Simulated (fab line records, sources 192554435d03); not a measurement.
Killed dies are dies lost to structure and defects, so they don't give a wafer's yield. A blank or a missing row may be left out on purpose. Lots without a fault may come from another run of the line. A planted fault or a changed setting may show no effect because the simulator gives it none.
fab line records | flow n5_finfet
record lots=5 wafers=15 last_day=18
route steps=1938 shown BEOL_M2@897
lots that met no fault: from a run of the same line without faults
start_h: hours from the record's first day to the start of the lot's first wafer shown | wait_h: hours since the lot's step before | " the same as in the row above | L1.1+2: a row that stands for several wafers | - no value, or no start given | * or withheld: withheld | < > ~ a bound
route shown NAME@n: a module of which the file shows steps, and the number in the route of the first | usual: mean/standard deviation of fault-free wafers | same: alike in all rows | chamber/n: place in a boat | sites: the reading at each site | _std_site: their standard deviation | _edge_site: outer sites' mean less inner sites' | radius_mm: how far each site lies from the wafer's centre | mask NAME#n: copy n | behind: the tool/chamber that last shaped the wafer | hold: why the lot was held/for how many hours/how that ended | device: the transistor (n, p or np) that didn't switch | end of line: the same wafers' tests at the end of the route | a step without rows: its recipe alone | killed: dies lost to structure and defects at the first sort, not the wafer's yield | map: a wafer's dies, x killed, . not, _ none there
set.NAME: the setting as run; set.NAME@STEP: as run at that earlier step | model.NAME: the simulator's own value behind a step, which no gauge read
lots at some steps of the route; a table a step, a row a wafer
services: from which hour (start_h, from the record's first day; less than 0 if before it) a tool's chamber was out of use, for how many hours, and why
## steps
# step N5_BEOL_M2_SRD_43
# recipe time_s=30 temp_c=23 rinse_liquid=diw dry=ipa_marangoni
# usual do_supply_ppb=9.99/0.094
# columns lot.wafer tool chamber start_h wait_h do_supply_ppb
L086.1 wet_bench-05 1 221.92 0.0 9.98
L086.2 " 6 " " 10.13
L086.3 " 5 " " 9.85
L089.1 wet_bench-03 0 229.76 0.0 9.81
L089.2 " 3 " " 9.96
L089.6 " 7 " " 10.10
L090.1 wet_bench-03 6 249.75 0.0 9.84
L090.5 " 1 " " 9.91
L090.6 " 2 " " 10.05
L095.1 wet_bench-03 7 273.32 0.0 9.99
L095.4 " 2 " " 9.90
L095.5 " 1 " " 9.94
L097.2 wet_bench-06 3 289.07 0.0 9.89
L097.4 " 2 " " 10.08
L097.5 " 5 " " 9.94
# step N5_BEOL_M2_CD_MEAS_35
# recipe target_cd_nm=18 target_cd_y_nm=22.2 polarity=opening
# usual cd_nm=18.02/0.28
# columns lot.wafer tool chamber start_h wait_h cd_nm
L086.1 cd_sem-03 - 221.96 0.0 18.19
L086.2 " - " " 17.89
L086.3 " - " " 18.19
L089.1 cd_sem-01 - 229.80 0.0 18.78
L089.2 " - " " 18.31
L089.6 " - " " 18.18
L090.1 cd_sem-02 - 249.79 0.0 17.87
L090.5 " - " " 18.06
L090.6 " - " " 17.85
L095.1 cd_sem-03 - 273.36 0.0 18.21
L095.4 " - " " 18.07
L095.5 " - " " 18.31
L097.2 cd_sem-02 - 289.11 0.0 17.87
L097.4 " - " " 17.98
L097.5 " - " " 18.23
# step N5_BEOL_M2_DEGAS_44
# recipe ambient=vacuum temp_c=250 time_s=60
# usual heater_power_w=326/35
# columns lot.wafer tool chamber start_h wait_h heater_power_w
L086.1 pvd_sputter-02 - 222.35 0.4 345
L086.2 " - " " 349
L086.3 " - " " 344
L089.1 pvd_sputter-01 - 229.85 0.0 341
L089.2 " - " " 254
L089.6 " - " " 338
L090.1 pvd_sputter-03 - 249.92 0.1 336
L090.5 " - " " 366
L090.6 " - " " 336
L095.1 pvd_sputter-02 - 273.58 0.2 346
L095.4 " - " " 239
L095.5 " - " " 348
L097.2 pvd_sputter-01 - 289.17 0.1 336
L097.4 " - " " 261
L097.5 " - " " 251
# step N5_BEOL_M2_PRE_CLEAN_45
# recipe gas=H2/He time_s=30 temp_c=250
# usual heater_power_w=326/35
# columns lot.wafer tool chamber start_h wait_h heater_power_w
L086.1 pvd_sputter-02 - 222.39 0.0 354
L086.2 " - " " 339
L086.3 " - " " 340
L089.1 pvd_sputter-01 - 229.93 0.0 341
L089.2 " - " " 246
L089.6 " - " " 328
L090.1 pvd_sputter-03 - 249.96 0.0 345
L090.5 " - " " 357
L090.6 " - " " 342
L095.1 pvd_sputter-02 - 273.62 0.0 342
L095.4 " - " " 237
L095.5 " - " " 333
L097.2 pvd_sputter-01 - 289.21 0.0 341
L097.4 " - " " 255
L097.5 " - " " 249
# step N5_BEOL_M2_ALD_84
# recipe material=TaN target_thk_a=* temp_c=275 ald_precursor_family=PDMAT ald_co_reactant=NH3 pressure_torr=3 carrier_flow_sccm=1500 pulse_time_s=2 purge_time_s=3 co_reactant_purge_time_s=2 co_reactant_pulse_time_s=3 ald_cycles=30 precursor_vessel_temp_c=75 precursor_vessel_pressure_torr=26.25 precursor_vessel_carrier_sccm=1000
# usual heater_power_w=443/39
# columns lot.wafer tool chamber start_h wait_h heater_power_w
L086.1 ald_metal-02 0 222.45 0.0 403
L086.2 " 2 " " 438
L086.3 " 3 " " 474
L089.1 ald_metal-02 3 230.17 0.2 456
L089.2 " 2 " " 432
L089.6 " 1 " " 384
L090.1 ald_metal-02 2 250.03 0.0 437
L090.5 " 2 " " 431
L090.6 " 3 " " 463
L095.1 ald_metal-02 0 273.68 0.0 387
L095.4 " 2 " " 437
L095.5 " 3 " " 472
L097.2 ald_metal-03 3 289.33 0.1 487
L097.4 " 1 " " 478
L097.5 " 2 " " 458
# step N5_BEOL_M2_SURFACE_TREAT_85
# recipe gas=Ar time_s=* ion_energy_ev=* ion_current_ma_cm2=0.5 pressure_mtorr=* ar_flow_sccm=30
# usual throttle_valve_pct=*
# columns lot.wafer tool chamber start_h wait_h throttle_valve_pct
L086.1 pvd_sputter-02 - 222.77 0.2 *
L086.2 " - " " *
L086.3 " - " " *
L089.1 pvd_sputter-02 - 231.86 1.6 *
L089.2 " - " " *
L089.6 " - " " *
L090.1 pvd_sputter-01 - 250.29 0.2 *
L090.5 " - " " *
L090.6 " - " " *
L095.1 pvd_sputter-03 - 274.00 0.2 *
L095.4 " - " " *
L095.5 " - " " *
L097.2 pvd_sputter-03 - 289.69 0.3 *
L097.4 " - " " *
L097.5 " - " " *
# step N5_BEOL_M2_CVD_47
# recipe material=Co target_thk_a=30 temp_c=withheld precursor=CCTBA/H2 pressure_torr=30 time_s=223.8
# columns lot.wafer tool chamber start_h wait_h
L086.1+2+3 cvd_co-02 2,0,1 222.83 0.0
L089.1+2+6 cvd_co-01 0,1,0 231.96 0.1
L090.1+5+6 cvd_co-02 0,2,0 250.58 0.3
L095.1+4+5 cvd_co-01 2,2,1 274.11 0.1
L097.2+4+5 cvd_co-02 1,2,1 289.87 0.2
# step N5_BEOL_M2_SPUTTER_48
# recipe material=Cu target_thk_a=45 temp_c=-20 chamber_pressure_pa=0.07 power_w=withheld time_s=8.29
# usual chuck_gas_flow_sccm=1.26/0.052 throttle_valve_pct=30.4/1.1
# columns lot.wafer tool chamber start_h wait_h chuck_gas_flow_sccm throttle_valve_pct
L086.1 pvd_sputter-02 - 223.01 0.1 1.30 31.6
L086.2 " - " " 1.18 30.1
L086.3 " - " " 1.26 31.2
L089.1 pvd_sputter-03 - 232.21 0.2 1.21 32.7
L089.2 " - " " 1.27 30.1
L089.6 " - " " 1.29 29.9
L090.1 pvd_sputter-01 - 250.83 0.2 1.30 28.1
L090.5 " - " " 1.20 31.5
L090.6 " - " " 1.22 28.3
L095.1 pvd_sputter-01 - 274.31 0.1 1.28 30.4
L095.4 " - " " 1.16 31.5
L095.5 " - " " 1.24 30.4
L097.2 pvd_sputter-02 - 291.03 1.1 1.20 31.5
L097.4 " - " " 1.22 30.3
L097.5 " - " " 1.20 31.7
# step N5_BEOL_M2_ANNEAL_49
# recipe temp_c=400 time_s=240 ambient=vacuum
# usual heater_power_w=799/100 susceptor_temp_C_max=400.9/0.37
# columns lot.wafer tool chamber start_h wait_h heater_power_w susceptor_temp_C_max
L086.1 pvd_sputter-02 - 223.09 0.0 859 401.3
L086.2 " - " " 838 401.0
L086.3 " - " " 873 400.7
L089.1 pvd_sputter-03 - 232.29 0.0 781 402.2
L089.2 " - " " 849 400.7
L089.6 " - " " 836 401.2
L090.1 pvd_sputter-01 - 250.91 0.0 804 401.0
L090.5 " - " " 850 400.7
L090.6 " - " " 815 401.3
L095.1 pvd_sputter-01 - 274.39 0.0 634 401.3
L095.4 " - " " 854 400.9
L095.5 " - " " 839 400.9
L097.2 pvd_sputter-02 - 291.11 0.0 855 401.0
L097.4 " - " " 846 400.7
L097.5 " - " " 897 400.8
# step N5_BEOL_M2_SPUTTER_79
# recipe material=Cu target_thk_a=45 temp_c=-20 chamber_pressure_pa=0.07 power_w=withheld time_s=8.29
# usual chuck_gas_flow_sccm=1.27/0.051 throttle_valve_pct=30.3/1.1
# columns lot.wafer tool chamber start_h wait_h chuck_gas_flow_sccm throttle_valve_pct
L086.1 pvd_sputter-02 - 223.23 0.1 1.35 31.4
L086.2 " - " " 1.30 30.3
L086.3 " - " " 1.30 31.2
L089.1 pvd_sputter-03 - 232.43 0.1 1.19 32.8
L089.2 " - " " 1.32 30.1
L089.6 " - " " 1.33 29.9
L090.1 pvd_sputter-01 - 251.05 0.1 1.35 28.3
L090.5 " - " " 1.29 31.5
L090.6 " - " " 1.29 28.1
L095.1 pvd_sputter-01 - 274.53 0.1 1.22 30.2
L095.4 " - " " 1.20 31.2
L095.5 " - " " 1.29 30.5
L097.2 pvd_sputter-02 - 291.25 0.1 1.25 31.8
L097.4 " - " " 1.37 30.2
L097.5 " - " " 1.30 31.5
# step N5_BEOL_M2_ANNEAL_80
# recipe temp_c=400 time_s=240 ambient=vacuum
# usual heater_power_w=798/100 susceptor_temp_C_max=400.9/0.36
# columns lot.wafer tool chamber start_h wait_h heater_power_w susceptor_temp_C_max
L086.1 pvd_sputter-02 - 223.31 0.0 876 401.0
L086.2 " - " " 844 400.8
L086.3 " - " " 857 400.9
L089.1 pvd_sputter-03 - 232.51 0.0 789 401.9
L089.2 " - " " 829 401.5
L089.6 " - " " 857 401.0
L090.1 pvd_sputter-01 - 251.13 0.0 845 401.0
L090.5 " - " " 847 400.7
L090.6 " - " " 834 401.1
L095.1 pvd_sputter-01 - 274.61 0.0 641 401.4
L095.4 " - " " 876 400.6
L095.5 " - " " 851 400.9
L097.2 pvd_sputter-02 - 291.33 0.0 865 400.9
L097.4 " - " " 844 400.6
L097.5 " - " " 881 400.8
# step N5_BEOL_M2_SPUTTER_81
# recipe material=Cu target_thk_a=45 temp_c=-20 chamber_pressure_pa=0.07 power_w=withheld time_s=8.29
# usual chuck_gas_flow_sccm=1.27/0.048 throttle_valve_pct=30.4/1.1
# columns lot.wafer tool chamber start_h wait_h chuck_gas_flow_sccm throttle_valve_pct
L086.1 pvd_sputter-02 - 223.45 0.1 1.38 31.6
L086.2 " - " " 1.25 30.2
L086.3 " - " " 1.22 31.3
L089.1 pvd_sputter-03 - 232.65 0.1 1.29 32.8
L089.2 " - " " 1.36 29.7
L089.6 " - " " 1.26 29.8
L090.1 pvd_sputter-01 - 251.27 0.1 1.30 28.4
L090.5 " - " " 1.33 31.4
L090.6 " - " " 1.33 28.6
L095.1 pvd_sputter-01 - 274.75 0.1 1.24 30.3
L095.4 " - " " 1.26 31.2
L095.5 " - " " 1.30 30.4
L097.2 pvd_sputter-02 - 291.47 0.1 1.25 31.5
L097.4 " - " " 1.24 30.0
L097.5 " - " " 1.28 31.6
# step N5_BEOL_M2_ANNEAL_82
# recipe temp_c=400 time_s=240 ambient=vacuum
# usual heater_power_w=796/100 susceptor_temp_C_max=400.9/0.36
# columns lot.wafer tool chamber start_h wait_h heater_power_w susceptor_temp_C_max
L086.1 pvd_sputter-02 - 223.53 0.0 863 400.5
L086.2 " - " " 829 400.9
L086.3 " - " " 845 400.6
L089.1 pvd_sputter-03 - 232.73 0.0 764 401.1
L089.2 " - " " 858 400.9
L089.6 " - " " 829 401.0
L090.1 pvd_sputter-01 - 251.35 0.0 828 401.3
L090.5 " - " " 836 400.8
L090.6 " - " " 834 400.8
L095.1 pvd_sputter-01 - 274.83 0.0 621 401.0
L095.4 " - " " 840 400.7
L095.5 " - " " 832 401.0
L097.2 pvd_sputter-02 - 291.55 0.0 870 401.0
L097.4 " - " " 847 400.5
L097.5 " - " " 871 400.9
# step N5_BEOL_M2_SPUTTER_86
# recipe material=Cu target_thk_a=45 temp_c=-20 chamber_pressure_pa=0.07 power_w=withheld time_s=8.29
# usual chuck_gas_flow_sccm=1.27/0.049 throttle_valve_pct=30.3/1.1
# columns lot.wafer tool chamber start_h wait_h chuck_gas_flow_sccm throttle_valve_pct
L086.1 pvd_sputter-02 - 223.67 0.1 1.29 31.4
L086.2 " - " " 1.31 30.4
L086.3 " - " " 1.21 31.0
L089.1 pvd_sputter-03 - 232.87 0.1 1.25 32.7
L089.2 " - " " 1.24 29.7
L089.6 " - " " 1.25 29.9
L090.1 pvd_sputter-01 - 251.49 0.1 1.22 28.2
L090.5 " - " " 1.19 31.2
L090.6 " - " " 1.30 28.2
L095.1 pvd_sputter-01 - 274.97 0.1 1.28 30.2
L095.4 " - " " 1.28 31.3
L095.5 " - " " 1.29 30.4
L097.2 pvd_sputter-02 - 291.69 0.1 1.30 31.6
L097.4 " - " " 1.23 30.6
L097.5 " - " " 1.28 31.6
# step N5_BEOL_M2_ANNEAL_87
# recipe temp_c=400 time_s=240 ambient=vacuum
# usual heater_power_w=796/100 susceptor_temp_C_max=400.9/0.39
# columns lot.wafer tool chamber start_h wait_h heater_power_w susceptor_temp_C_max
L086.1 pvd_sputter-02 - 223.75 0.0 881 400.8
L086.2 " - " " 821 400.8
L086.3 " - " " 873 401.2
L089.1 pvd_sputter-03 - 232.95 0.0 782 401.1
L089.2 " - " " 861 402.1
L089.6 " - " " 837 401.0
L090.1 pvd_sputter-01 - 251.57 0.0 847 400.8
L090.5 " - " " 851 400.9
L090.6 " - " " 825 401.0
L095.1 pvd_sputter-01 - 275.05 0.0 626 401.4
L095.4 " - " " 839 400.8
L095.5 " - " " 852 400.4
L097.2 pvd_sputter-02 - 291.77 0.0 854 400.9
L097.4 " - " " 850 400.4
L097.5 " - " " 879 400.5
# step N5_BEOL_M2_SPUTTER_88
# recipe material=Cu target_thk_a=45 temp_c=-20 chamber_pressure_pa=0.07 power_w=withheld time_s=8.29
# usual chuck_gas_flow_sccm=1.26/0.048 throttle_valve_pct=30.4/1.1
# columns lot.wafer tool chamber start_h wait_h chuck_gas_flow_sccm throttle_valve_pct
L086.1 pvd_sputter-02 - 223.89 0.1 1.21 31.5
L086.2 " - " " 1.34 29.9
L086.3 " - " " 1.23 31.0
L089.1 pvd_sputter-03 - 233.09 0.1 1.20 32.7
L089.2 " - " " 1.29 29.9
L089.6 " - " " 1.20 29.9
L090.1 pvd_sputter-01 - 251.71 0.1 1.22 28.5
L090.5 " - " " 1.29 31.1
L090.6 " - " " 1.24 28.5
L095.1 pvd_sputter-01 - 275.19 0.1 1.26 30.4
L095.4 " - " " 1.32 31.3
L095.5 " - " " 1.30 30.3
L097.2 pvd_sputter-02 - 291.91 0.1 1.21 31.5
L097.4 " - " " 1.23 30.2
L097.5 " - " " 1.20 31.7
# step N5_BEOL_M2_ANNEAL_89
# recipe temp_c=400 time_s=240 ambient=vacuum
# usual heater_power_w=797/100 susceptor_temp_C_max=400.9/0.37
# columns lot.wafer tool chamber start_h wait_h heater_power_w susceptor_temp_C_max
L086.1 pvd_sputter-02 - 223.97 0.0 873 400.9
L086.2 " - " " 826 401.1
L086.3 " - " " 861 400.7
L089.1 pvd_sputter-03 - 233.17 0.0 775 401.2
L089.2 " - " " 838 401.3
L089.6 " - " " 857 401.3
L090.1 pvd_sputter-01 - 251.79 0.0 829 401.1
L090.5 " - " " 849 400.5
L090.6 " - " " 819 400.7
L095.1 pvd_sputter-01 - 275.27 0.0 623 401.5
L095.4 " - " " 847 401.1
L095.5 " - " " 855 400.8
L097.2 pvd_sputter-02 - 291.99 0.0 872 400.5
L097.4 " - " " 837 400.4
L097.5 " - " " 871 401.2
# step N5_BEOL_M2_SPUTTER_90
# recipe material=Cu target_thk_a=45 temp_c=-20 chamber_pressure_pa=0.07 power_w=withheld time_s=8.29
# usual chuck_gas_flow_sccm=1.27/0.052 throttle_valve_pct=30.3/1.1
# columns lot.wafer tool chamber start_h wait_h chuck_gas_flow_sccm throttle_valve_pct
L086.1 pvd_sputter-02 - 224.11 0.1 1.32 31.4
L086.2 " - " " 1.25 30.4
L086.3 " - " " 1.29 31.4
L089.1 pvd_sputter-03 - 233.31 0.1 1.27 32.5
L089.2 " - " " 1.29 29.8
L089.6 " - " " 1.16 29.9
L090.1 pvd_sputter-01 - 251.93 0.1 1.28 28.5
L090.5 " - " " 1.28 31.6
L090.6 " - " " 1.25 28.4
L095.1 pvd_sputter-01 - 275.41 0.1 1.29 30.3
L095.4 " - " " 1.28 31.3
L095.5 " - " " 1.31 30.5
L097.2 pvd_sputter-02 - 292.13 0.1 1.27 31.3
L097.4 " - " " 1.19 30.1
L097.5 " - " " 1.27 31.6
# step N5_BEOL_M2_ANNEAL_91
# recipe temp_c=400 time_s=240 ambient=vacuum
# usual heater_power_w=796/100 susceptor_temp_C_max=400.9/0.37
# columns lot.wafer tool chamber start_h wait_h heater_power_w susceptor_temp_C_max
L086.1 pvd_sputter-02 - 224.19 0.0 888 401.0
L086.2 " - " " 845 400.6
L086.3 " - " " 844 400.4
L089.1 pvd_sputter-03 - 233.39 0.0 778 401.7
L089.2 " - " " 840 401.4
L089.6 " - " " 846 402.0
L090.1 pvd_sputter-01 - 252.01 0.0 826 401.0
L090.5 " - " " 869 400.6
L090.6 " - " " 831 401.2
L095.1 pvd_sputter-01 - 275.49 0.0 643 401.1
L095.4 " - " " 848 401.0
L095.5 " - " " 846 401.2
L097.2 pvd_sputter-02 - 292.21 0.0 877 401.2
L097.4 " - " " 855 400.5
L097.5 " - " " 883 400.8
# step N5_BEOL_M2_SPUTTER_92
# recipe material=Cu target_thk_a=45 temp_c=-20 chamber_pressure_pa=0.07 power_w=withheld time_s=8.29
# usual chuck_gas_flow_sccm=1.26/0.059 throttle_valve_pct=30.4/1.1
# columns lot.wafer tool chamber start_h wait_h chuck_gas_flow_sccm throttle_valve_pct
L086.1 pvd_sputter-02 - 224.33 0.1 1.33 31.6
L086.2 " - " " 1.28 30.3
L086.3 " - " " 1.24 31.4
L089.1 pvd_sputter-03 - 233.53 0.1 1.27 32.6
L089.2 " - " " 1.33 29.9
L089.6 " - " " 1.27 29.9
L090.1 pvd_sputter-01 - 252.15 0.1 1.28 28.4
L090.5 " - " " 1.18 31.3
L090.6 " - " " 1.29 28.3
L095.1 pvd_sputter-01 - 275.63 0.1 1.39 30.4
L095.4 " - " " 1.22 31.3
L095.5 " - " " 1.18 30.7
L097.2 pvd_sputter-02 - 292.35 0.1 1.18 31.6
L097.4 " - " " 1.24 30.1
L097.5 " - " " 1.23 31.4
# step N5_BEOL_M2_ANNEAL_93
# recipe temp_c=400 time_s=240 ambient=vacuum
# usual heater_power_w=798/100 susceptor_temp_C_max=400.9/0.38
# columns lot.wafer tool chamber start_h wait_h heater_power_w susceptor_temp_C_max
L086.1 pvd_sputter-02 - 224.41 0.0 881 400.8
L086.2 " - " " 830 400.5
L086.3 " - " " 853 400.7
L089.1 pvd_sputter-03 - 233.61 0.0 795 401.1
L089.2 " - " " 850 400.8
L089.6 " - " " 859 401.3
L090.1 pvd_sputter-01 - 252.23 0.0 824 400.8
L090.5 " - " " 841 400.6
L090.6 " - " " 821 400.8
L095.1 pvd_sputter-01 - 275.71 0.0 608 401.7
L095.4 " - " " 857 400.1
L095.5 " - " " 826 401.0
L097.2 pvd_sputter-02 - 292.43 0.0 880 401.2
L097.4 " - " " 845 400.3
L097.5 " - " " 882 401.1
# step N5_BEOL_M2_SPUTTER_94
# recipe material=Cu target_thk_a=45 temp_c=-20 chamber_pressure_pa=0.07 power_w=withheld time_s=8.29
# usual chuck_gas_flow_sccm=1.26/0.048 throttle_valve_pct=30.4/1.1
# columns lot.wafer tool chamber start_h wait_h chuck_gas_flow_sccm throttle_valve_pct
L086.1 pvd_sputter-02 - 224.55 0.1 1.30 31.7
L086.2 " - " " 1.28 30.4
L086.3 " - " " 1.30 31.4
L089.1 pvd_sputter-03 - 233.75 0.1 1.29 32.8
L089.2 " - " " 1.28 29.6
L089.6 " - " " 1.29 29.8
L090.1 pvd_sputter-01 - 252.37 0.1 1.27 28.3
L090.5 " - " " 1.24 31.1
L090.6 " - " " 1.26 28.3
L095.1 pvd_sputter-01 - 275.85 0.1 1.30 30.3
L095.4 " - " " 1.24 31.3
L095.5 " - " " 1.30 30.6
L097.2 pvd_sputter-02 - 292.57 0.1 1.28 31.9
L097.4 " - " " 1.31 30.4
L097.5 " - " " 1.23 31.5
# step N5_BEOL_M2_ANNEAL_95
# recipe temp_c=400 time_s=240 ambient=vacuum
# usual heater_power_w=798/100 susceptor_temp_C_max=400.9/0.4
# columns lot.wafer tool chamber start_h wait_h heater_power_w susceptor_temp_C_max
L086.1 pvd_sputter-02 - 224.63 0.0 883 400.8
L086.2 " - " " 829 400.8
L086.3 " - " " 872 400.6
L089.1 pvd_sputter-03 - 233.83 0.0 771 400.8
L089.2 " - " " 864 401.1
L089.6 " - " " 845 401.1
L090.1 pvd_sputter-01 - 252.45 0.0 822 401.1
L090.5 " - " " 845 400.6
L090.6 " - " " 838 401.2
L095.1 pvd_sputter-01 - 275.93 0.0 635 401.3
L095.4 " - " " 835 401.0
L095.5 " - " " 823 401.1
L097.2 pvd_sputter-02 - 292.65 0.0 848 400.8
L097.4 " - " " 852 400.6
L097.5 " - " " 880 401.0
# step N5_BEOL_M2_SPUTTER_96
# recipe material=Cu target_thk_a=45 temp_c=-20 chamber_pressure_pa=0.07 power_w=withheld time_s=8.29
# usual chuck_gas_flow_sccm=1.27/0.054 throttle_valve_pct=30.4/1.1
# columns lot.wafer tool chamber start_h wait_h chuck_gas_flow_sccm throttle_valve_pct
L086.1 pvd_sputter-02 - 224.77 0.1 1.24 31.7
L086.2 " - " " 1.22 30.2
L086.3 " - " " 1.20 31.6
L089.1 pvd_sputter-03 - 233.97 0.1 1.20 32.8
L089.2 " - " " 1.31 29.7
L089.6 " - " " 1.31 29.9
L090.1 pvd_sputter-01 - 252.59 0.1 1.29 28.4
L090.5 " - " " 1.19 31.3
L090.6 " - " " 1.23 28.0
L095.1 pvd_sputter-01 - 276.07 0.1 1.23 30.1
L095.4 " - " " 1.20 31.6
L095.5 " - " " 1.21 30.3
L097.2 pvd_sputter-02 - 292.79 0.1 1.26 31.5
L097.4 " - " " 1.22 29.9
L097.5 " - " " 1.28 31.7
# step N5_BEOL_M2_ECD_50
# recipe material=Cu target_thk_a=3000
# columns lot.wafer tool chamber start_h wait_h
L086.1+2+3 ecd_cu-02 0,1,0 224.89 0.1
L089.1+2+6 ecd_cu-01 1,0,1 234.09 0.1
L090.1+5+6 ecd_cu-02 1,1,0 252.71 0.1
L095.1+4+5 ecd_cu-02 1,1,0 276.19 0.1
L097.2+4+5 ecd_cu-02 0,1,0 292.91 0.1
# step N5_BEOL_M2_ANNEAL_51
# recipe temp_c=225 time_s=90 ambient=N2
# usual wafer_temp_C_max=226.5/0.43
# columns lot.wafer tool chamber start_h wait_h wafer_temp_C_max
L086.1 rtp_anneal-02 0 224.97 0.1 226.5
L086.2 " 0 " " 226.6
L086.3 " 0 " " 226.2
L089.1 rtp_anneal-02 0 234.17 0.1 227.1
L089.2 " 0 " " 226.4
L089.6 " 0 " " 226.8
L090.1 rtp_anneal-02 0 252.78 0.1 226.3
L090.5 " 0 " " 226.2
L090.6 " 0 " " 226.4
L095.1 rtp_anneal-02 0 276.26 0.1 226.6
L095.4 " 0 " " 226.9
L095.5 " 0 " " 227.1
L097.2 rtp_anneal-01 0 293.04 0.1 225.8
L097.4 " 0 " " 226.1
L097.5 " 0 " " 225.8
# step N5_BEOL_M2_CMP_52
# recipe stop_on=SiOC t_overpolish_s=6.8 down_force_psi=1 platen_rpm=50 clearing_platen_down_force_psi=1.5 clearing_platen_rpm=50 post_cmp_clean=cu_alkaline target_thk_nm=40 clearing_platen_pad_velocity_m_s=0.99484 pad_velocity_m_s=0.99484
# usual barrier_field_endpoint_s=24.9/0.59 edge_zone_pressure_frac=1.000/0.0048 motor_current_A=5.9/0.52 overpolish_run_s=6.799/0.009 pad_life_wafers=1154/590 time_to_endpoint_s=63.4/2.9
# columns lot.wafer tool chamber start_h wait_h barrier_field_endpoint_s edge_zone_pressure_frac motor_current_A overpolish_run_s pad_life_wafers time_to_endpoint_s
L086.3 cmp-02 3 225.27 0.2 25.4 1.003 5.1 6.808 318 62.4
L086.2 " 0 " " 25.1 1.003 4.8 6.792 319 62.8
L086.1 " 2 " " 24.9 0.999 5.5 6.810 321 61.1
L089.2 cmp-02 0 234.46 0.2 24.1 1.010 5.0 6.799 378 60.4
L089.1 " 2 " " 24.3 0.996 5.9 6.795 380 60.1
L089.6 " 1 " " 24.4 1.005 6.3 6.805 - 62.9
L090.1 cmp-02 2 253.09 0.3 25.2 1.011 5.6 6.807 492 63.6
L090.6 " 2 " " 24.8 0.992 5.5 6.816 - 60.5
L090.5 " 3 " " 25.4 1.005 5.1 6.787 - 61.9
L095.1 cmp-02 2 276.60 0.3 24.3 0.999 5.3 6.798 673 58.4
L095.4 " 0 " " 25.4 1.000 4.9 6.800 675 62.3
L095.5 " 2 " " 24.8 1.000 5.7 6.796 - 61.1
L097.4 cmp-03 0 293.33 0.2 25.0 1.001 5.7 6.782 1975 64.0
L097.2 " 2 " " 23.6 0.996 5.8 6.804 1977 60.8
L097.5 " 3 " " 24.1 1.002 7.1 6.800 - 62.8
# step N5_BEOL_M2_THK_MEAS_53
# recipe thk_meas_gauge=xrf reads=Cu_of_BEOL_M2_ECD_50
# usual M2_THK=41.0/1.2
# columns lot.wafer tool chamber start_h wait_h M2_THK[nm]
L086.1 film_metro-01 - 225.56 - 42.3
L086.2 " - " " 41.9
L086.3 " - " " 41.5
L089.1 film_metro-02 - 234.76 - 39.1
L089.2 " - " " 41.8
L089.6 " - " " 42.2
L090.1 film_metro-02 - 253.39 - 40.8
L090.5 " - " " 39.5
L090.6 " - " " 39.8
L095.1 film_metro-02 - 276.86 - 39.6
L095.4 " - " " 41.6
L095.5 " - " " 41.1
L097.2 film_metro-01 - 293.58 - 44.3
L097.4 " - " " 42.5
L097.5 " - " " 42.1
# step N5_BEOL_M2_PRE_CLEAN_60
# recipe gas=NH3/H2 time_s=15 temp_c=* rf_power_w=300
# usual heater_power_w=87/16
# columns lot.wafer tool chamber start_h wait_h heater_power_w
L086.1 cvd_co-01 0 225.60 0.0 115
L086.2 " 2 " " 75
L086.3 " 1 " " 73
L089.1 cvd_co-01 2 234.79 0.0 76
L089.2 " 1 " " 74
L089.6 " 2 " " 77
L090.1 cvd_co-02 1 253.43 0.0 72
L090.5 " 0 " " 92
L090.6 " 2 " " 87
L095.1 cvd_co-01 1 276.89 0.0 74
L095.4 " 1 " " 74
L095.5 " 0 " " 118
L097.2 cvd_co-01 0 293.62 0.0 119
L097.4 " 1 " " 74
L097.5 " 0 " " 118
# step N5_BEOL_M2_CO_CAP_55
# recipe material=Co target_thk_a=20 temp_c=200 precursor=CCTBA/H2 pressure_torr=30 time_s=102.1
# usual heater_power_w=239/20
# columns lot.wafer tool chamber start_h wait_h heater_power_w
L086.1 cvd_co-01 0 225.64 0.0 276
L086.2 " 2 " " 228
L086.3 " 1 " " 217
L089.1 cvd_co-01 2 234.83 0.0 229
L089.2 " 1 " " 225
L089.6 " 2 " " 233
L090.1 cvd_co-02 1 253.47 0.0 223
L090.5 " 0 " " 243
L090.6 " 2 " " 247
L095.1 cvd_co-01 1 276.93 0.0 226
L095.4 " 1 " " 223
L095.5 " 0 " " 273
L097.2 cvd_co-01 0 293.66 0.0 272
L097.4 " 1 " " 223
L097.5 " 0 " " 274
# step N5_BEOL_M2_PRE_CLEAN_56
# recipe gas=NH3 time_s=15 temp_c=withheld rf_power_w=300
# columns lot.wafer tool chamber start_h wait_h
L086.1+2+3 pecvd-04 2,0,1 225.73 0.1
L089.1+2+6 pecvd-03 1,2,0 234.92 0.1
L090.1+5+6 pecvd-03 1,0,1 253.57 0.1
L095.1+4+5 pecvd-04 1,2,0 277.02 0.1
L097.2+4+5 pecvd-03 1,0,1 293.75 0.1
# step N5_BEOL_M2_DEP_57
# recipe material=SiCN target_thk_a=80 temp_c=withheld precursor=3MS/NH3 pressure_torr=3 rf_w=202 time_s=14
# usual showerhead_plenum_p_Torr=3.662/0.012 throttle_valve_pct=9.2/0.47
# columns lot.wafer tool chamber start_h wait_h showerhead_plenum_p_Torr throttle_valve_pct
L086.1 pecvd-04 2 225.76 0.0 3.658 8.8
L086.2 " 0 " " 3.662 9.1
L086.3 " 1 " " 3.682 9.5
L089.1 pecvd-03 1 234.95 0.0 3.675 9.6
L089.2 " 2 " " 3.667 9.1
L089.6 " 2 " " 3.670 8.8
L090.1 pecvd-03 1 253.60 0.0 3.667 9.3
L090.5 " 0 " " 3.662 10.2
L090.6 " 1 " " 3.657 9.6
L095.1 pecvd-04 1 277.05 0.0 3.670 9.3
L095.4 " 2 " " 3.660 9.0
L095.5 " 0 " " 3.679 9.3
L097.2 pecvd-03 1 293.79 0.0 3.669 9.3
L097.4 " 0 " " 3.649 10.1
L097.5 " 1 " " 3.657 9.5
## services
# columns tool chamber start_h hours kind
cvd_co-02 2 198.84 5.5 repair
pecvd-03 1 210.96 3.6 repair
cvd_co-01 - 216.40 0.4 repair
cmp-03 - 242.73 1.8 repair
cvd_co-01 - 247.49 6.9 pm
pecvd-03 - 258.24 0.9 repair
ecd_cu-01 - 258.41 6.4 repair
pecvd-03 2 284.98 11.5 repair
pecvd-04 - 288.27 0.8 pm
## key
fault none
